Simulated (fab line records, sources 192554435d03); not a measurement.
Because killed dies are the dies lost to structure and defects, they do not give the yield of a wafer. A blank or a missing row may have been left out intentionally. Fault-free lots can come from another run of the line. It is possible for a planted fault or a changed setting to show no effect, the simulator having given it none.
Chamber matching -- flow n5-finfet -- N5_BEOL_M10_CURE_71 on uv-cure-01 has 3 sister chambers
The step cures SiCOH lowk, time 240 s. 16 wafers are shown with their chamber, then 8 later ones without.

WAFERS WITH THEIR CHAMBER
wafer,chamber,wafer_temp_C_max,lamp-power-pct (%)
L078.1,0,387.0,52.29
L078.2,0,386.8,52.34
L078.6,0,386.5,52.34
L081.3,2,385.6,52.37
L081.5,2,385.4,52.35
L081.6,2,385.8,52.25
L087.4,1,387.5,52.31
L087.5,1,387.6,52.30
L087.6,1,387.0,52.38
L090.3,2,385.6,52.26
L090.4,2,385.8,52.25
L090.5,2,385.2,52.42
L091.1,1,387.3,52.22
L091.2,1,387.6,52.35
L091.4,1,388.2,52.36
L095.1,2,386.2,52.35

SIGNATURES, as means of the wafers listed above
reading,chamber 0,chamber 1,chamber 2,scatter within a chamber
wafer_temp_C_max,386.767,387.533,385.657,0.344
lamp-power-pct,52.3233,52.3200,52.3214,0.0595
Rule: distance of a wafer from a chamber = root of the sum over the readings of ((wafer's reading minus chamber's mean) / reading's scatter) squared. If the next closest chamber is less than 2 further off than the closest, the wafer can't be placed; otherwise it belongs to the closest. The scatter is the square root of a quotient: the sum, over the shown wafers, of each reading's squared deviation from its chamber's mean, divided by wafers minus chambers.

WAFERS WHOSE CHAMBER IS MISSING
wafer,wafer_temp_C_max,lamp-power-pct (%)
L095.4,386.1,52.34
L095.5,386.3,52.31
L097.1,387.3,52.36
L097.2,386.8,52.27
L097.6,387.4,52.28
L097.3,387.8,52.29
L097.4,387.1,52.34
L097.5,388.1,52.26

WHICH CHAMBER EACH ONE RAN IN
wafer,from the rows above,in truth
L095.4,can't be placed: 2 or 0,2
L095.5,can't be placed: 0 or 2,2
L097.1,can't be placed: 1 or 0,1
L097.2,can't be placed: 0 or 1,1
L097.6,can't be placed: 1 or 0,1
L097.3,1,1
L097.4,can't be placed: 0 or 1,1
L097.5,1,1
Placed correctly: 2 of 8. These rows do not allow placing 6 (true chamber among the candidates in 6). Wrongly placed: 0.
